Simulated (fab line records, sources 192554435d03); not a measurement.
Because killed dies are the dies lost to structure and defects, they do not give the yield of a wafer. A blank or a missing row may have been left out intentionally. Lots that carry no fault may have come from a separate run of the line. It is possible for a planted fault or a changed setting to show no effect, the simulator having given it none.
Matching of chambers / flow n5-finfet / N5_HKMG_FIN_ALD_71 on ald-metal-03: 4 sister chambers
The step deposits TiN, target thk 1 nm, pulse time 1 s, purge time 3 s. 4 wafers are shown with their chamber, then 8 later ones without.

## EACH WAFER AND ITS CHAMBER
wafer=L090.1; chamber=3; heater-power-w (W)=811
wafer=L090.2; chamber=0; heater-power-w (W)=1015
wafer=L090.3; chamber=1; heater-power-w (W)=927
wafer=L090.4; chamber=2; heater-power-w (W)=930

## WAFERS WITH NO CHAMBER GIVEN
wafer=L090.5; heater-power-w (W)=816
wafer=L090.6; heater-power-w (W)=1014
wafer=L092.2; heater-power-w (W)=996
wafer=L092.4; heater-power-w (W)=843
wafer=L092.5; heater-power-w (W)=997
wafer=L093.2; heater-power-w (W)=1003
wafer=L093.3; heater-power-w (W)=917
wafer=L093.4; heater-power-w (W)=819

## CHAMBER TAKEN BY EACH
wafer=L090.5; from the rows above=3; in truth=3
wafer=L090.6; from the rows above=0; in truth=0
wafer=L092.2; from the rows above=0; in truth=0
wafer=L092.4; from the rows above=3; in truth=3
wafer=L092.5; from the rows above=0; in truth=0
wafer=L093.2; from the rows above=0; in truth=0
wafer=L093.3; from the rows above=can't be placed: 1 or 2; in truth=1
wafer=L093.4; from the rows above=3; in truth=3
Correct placement for 7 of the 8. These rows do not allow placing 1 (true chamber among the candidates in 1). Placed wrongly: 0.
How it was worked out, from the rows above alone: a wafer's distance from a chamber is the root of the sum, over the readings, of the square of ((its reading less the chamber's mean) divided by the reading's scatter). The wafer belongs to the nearest chamber; if the next one is less than 2 further off, it can't be placed. For every chamber, the mean is computed from those of its wafers that are shown. The scatter: root of mean squared gap, hidden wafer to nearest shown wafer, with one shown wafer a chamber.
